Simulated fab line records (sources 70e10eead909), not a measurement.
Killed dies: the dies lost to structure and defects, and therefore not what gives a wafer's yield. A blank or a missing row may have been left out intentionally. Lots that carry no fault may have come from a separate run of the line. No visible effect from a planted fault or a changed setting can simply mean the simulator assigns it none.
A struck lot beside a sound one || flow nandHarc || 14 out of 1159 route steps
Sound: these wafers, L510.1, L510.2, L510.6. Wafers struck: L523.1, L523.2, L523.3. The cause comes at the end.
For every step that has rows: the tool of each side, followed by ch and its chambers, followed by its first start. Under that, the readings that differ: sound wafers || struck wafers || difference of the means || sigmas: that difference in standard deviations of wafers without a fault.
alike: a reading whose means differ by less than 2 such deviations, as well as words and numbers matching on both sides. not compared: withheld readings; readings where some wafer has no value; bounds like >300 that might hide an equal value; numbers whose values overlap and for which the record gives no deviation.
Wherever a step has rows on one side only, a row that says differs or no value, or a row with sigmas, the two part there. Numbers that don't overlap but have no deviation are shown without sigmas and don't part them. A reading missing from all wafers of one side parts the sides only when that side holds two or more wafers.

first, 7 steps without rows for these wafers: NHARC_A_STAIRCASE_COAT_178; NHARC_A_STAIRCASE_SOFTBAKE_179 (time 170 s); NHARC_A_STAIRCASE_EBR_180; NHARC_A_STAIRCASE_EXPOSE_181 (exposes mask STAIR 2); NHARC_A_STAIRCASE_PEB_182 (peb time 130 s); NHARC_A_STAIRCASE_DEVELOP_183 (time 140 s); NHARC_A_STAIRCASE_HARDBAKE_185 (time 140 s).
NHARC_A_STAIRCASE_DESCUM_186: chemistry O2, time 3 s.
  sound on rieDiel-01 ch 2,3, day 13 05:31; struck on rieDiel-01 ch 0,1,2, day 16 04:03
  alike: drypumpMotorCurrentA, oesProductAu, rfVppV, showerheadPlenumPTorr, throttleValvePct
  not compared: rfHoursCounterH
NHARC_A_STAIRCASE_TRIM_187: chemistry O2, time 211.2 s.
  sound on rieDiel-01 ch 0,1, day 13 05:36; struck on rieDiel-01 ch 0,1,2, day 16 04:08
  alike: drypumpMotorCurrentA, oesProductAu, rfVppV, showerheadPlenumPTorr, throttleValvePct
  not compared: rfHoursCounterH
NHARC_A_STAIRCASE_ETCH_188: etches the open film in C4F8/O2, target depth 100 nm, time 40.5 s.
  sound: rieDiel-01 ch 0,2; struck: rieDiel-01 ch 0,2,3
  alike: oesProductAu, rfFwdPowerW, rfVppV, runLengthS
  not compared: rfHoursCounterH
NHARC_A_STAIRCASE_TRIM_189: chemistry O2, time 211.2 s.
  sound: rieDiel-01 ch 2,3; struck: rieDiel-01 ch 0,1,3
  alike: drypumpMotorCurrentA, oesProductAu, rfVppV, showerheadPlenumPTorr, throttleValvePct
  not compared: rfHoursCounterH
NHARC_A_STAIRCASE_ETCH_190: etches the open film in C4F8/O2, target depth 100 nm, time 40.5 s.
  sound on rieDiel-01 ch 0,1, day 13 06:29; struck on rieDiel-01 ch 0,1,3, day 16 04:32
{"reading": "rfFwdPowerW (W)", "sound": "590 588 593", "struck": "- - -", "difference": "no value on the struck wafers", "sigmas": ""}
{"reading": "runLengthS (s)", "sound": "61.7 62.3 61.7", "struck": "49.7 49.7 49.8", "difference": -12.2, "sigmas": -29}
  alike: oesProductAu, rfVppV
  not compared: rfHoursCounterH
NHARC_A_STAIRCASE_TRIM_191: chemistry O2, time 211.2 s.
  sound: rieDiel-01 ch 2,3; struck: rieDiel-01 ch 0,2,3
  alike: drypumpMotorCurrentA, oesProductAu, rfVppV, showerheadPlenumPTorr, throttleValvePct
  not compared: rfHoursCounterH
NHARC_END_SORT_01:
  the record has rows for the sound wafers here (prober-01 ch 0, day 21 09:27) and none for the struck ones

## WHERE THEY PART
At NHARC_A_STAIRCASE_ETCH_190 first; at NHARC_END_SORT_01 last (within this record only).

WHY: what had been put in by the simulator
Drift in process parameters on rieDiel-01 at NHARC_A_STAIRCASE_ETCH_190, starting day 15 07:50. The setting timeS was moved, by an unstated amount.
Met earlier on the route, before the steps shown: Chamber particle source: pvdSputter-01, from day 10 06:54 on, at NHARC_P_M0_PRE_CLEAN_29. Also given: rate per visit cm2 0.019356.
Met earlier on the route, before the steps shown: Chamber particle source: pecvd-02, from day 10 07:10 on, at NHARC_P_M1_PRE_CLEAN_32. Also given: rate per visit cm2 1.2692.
